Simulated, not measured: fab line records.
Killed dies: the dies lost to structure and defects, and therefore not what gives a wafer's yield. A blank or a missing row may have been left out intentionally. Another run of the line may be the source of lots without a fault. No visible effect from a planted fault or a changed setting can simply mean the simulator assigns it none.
Matching of chambers ; flow nand-harc ; NHARC_A_STAIRCASE_DESCUM_186 on rie-diel-13: 4 sister chambers
The step chemistry O2, time 3 s. 4 wafers are shown with their chamber, then 9 later ones without.

## EACH WAFER AND ITS CHAMBER
wafer;chamber;showerhead-plenum-p-Torr (Torr)
L086.1;2;2.06
L087.1;0;1.89
L087.2;1;1.79
L087.3;3;1.93

## WAFERS MISSING THEIR CHAMBER
wafer;showerhead-plenum-p-Torr (Torr)
L092.1;1.93
L092.2;1.89
L092.5;1.89
L095.1;1.78
L095.3;1.93
L095.4;2.06
L096.1;1.89
L096.4;2.06
L096.6;1.89

## WHICH CHAMBER EACH ONE RAN IN
wafer;from the rows above;in truth
L092.1;3;3
L092.2;0;0
L092.5;0;0
L095.1;1;1
L095.3;3;3
L095.4;2;2
L096.1;0;0
L096.4;2;2
L096.6;0;0
Correctly placed: 9 of 9. From these rows, 0 cannot be placed. Placed wrongly: 0.
How it was worked out, from the rows above alone: a wafer's distance from a chamber is the root of the sum, over the readings, of the square of ((its reading less the chamber's mean) divided by the reading's scatter). If the next closest chamber is less than 2 further off than the closest, the wafer can't be placed; otherwise it belongs to the closest. Each chamber's mean is taken over the wafers shown for it. The scatter (one wafer shown for each chamber): square how far every hidden wafer sits from the nearest shown wafer, average those squares and take the square root.
